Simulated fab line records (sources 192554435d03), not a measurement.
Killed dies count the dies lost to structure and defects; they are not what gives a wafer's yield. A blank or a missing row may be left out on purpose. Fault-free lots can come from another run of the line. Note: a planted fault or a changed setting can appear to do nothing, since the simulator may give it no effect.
Matching of chambers || flow n5_finfet || rie_diel-02 running N5_ZERO_LAYER_ETCH_17: 4 sister chambers
The step etches SiO2 in CF4, target depth 12 nm, time 13.3 s. 4 wafers are shown with their chamber, then 7 later ones without.

## WAFERS WITH THEIR CHAMBER
{"wafer": "L497.2", "chamber": 0, "showerhead_plenum_p_Torr (Torr)": 2.19}
{"wafer": "L497.4", "chamber": 1, "showerhead_plenum_p_Torr (Torr)": 2.18}
{"wafer": "L497.6", "chamber": 3, "showerhead_plenum_p_Torr (Torr)": 2.05}
{"wafer": "L502.5", "chamber": 2, "showerhead_plenum_p_Torr (Torr)": 2.23}

## WAFERS WHOSE CHAMBER IS MISSING
{"wafer": "L502.6", "showerhead_plenum_p_Torr (Torr)": 2.04}
{"wafer": "L503.1", "showerhead_plenum_p_Torr (Torr)": 2.23}
{"wafer": "L503.2", "showerhead_plenum_p_Torr (Torr)": 2.18}
{"wafer": "L503.4", "showerhead_plenum_p_Torr (Torr)": 2.04}
{"wafer": "L504.2", "showerhead_plenum_p_Torr (Torr)": 2.23}
{"wafer": "L504.4", "showerhead_plenum_p_Torr (Torr)": 2.18}
{"wafer": "L504.5", "showerhead_plenum_p_Torr (Torr)": 2.18}

## WHICH CHAMBER EACH ONE RAN IN
{"wafer": "L502.6", "from the rows above": 3, "in truth": 3}
{"wafer": "L503.1", "from the rows above": 2, "in truth": 2}
{"wafer": "L503.2", "from the rows above": "can't be placed: 1 or 0", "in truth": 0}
{"wafer": "L503.4", "from the rows above": 3, "in truth": 3}
{"wafer": "L504.2", "from the rows above": 2, "in truth": 2}
{"wafer": "L504.4", "from the rows above": "can't be placed: 1 or 0", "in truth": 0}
{"wafer": "L504.5", "from the rows above": "can't be placed: 1 or 0", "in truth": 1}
4 of 7 placed correctly. These rows do not allow placing 3 (true chamber among the candidates in 3). Placed wrongly: 0.
How it was worked out, from the rows above alone: a wafer's distance from a chamber is the root of the sum, over the readings, of the square of ((its reading less the chamber's mean) divided by the reading's scatter). If the next closest chamber is less than 2 further off than the closest, the wafer can't be placed; otherwise it belongs to the closest. Each chamber's mean is taken over the wafers shown for it. The scatter (one wafer shown for each chamber): square how far every hidden wafer sits from the nearest shown wafer, average those squares and take the square root.
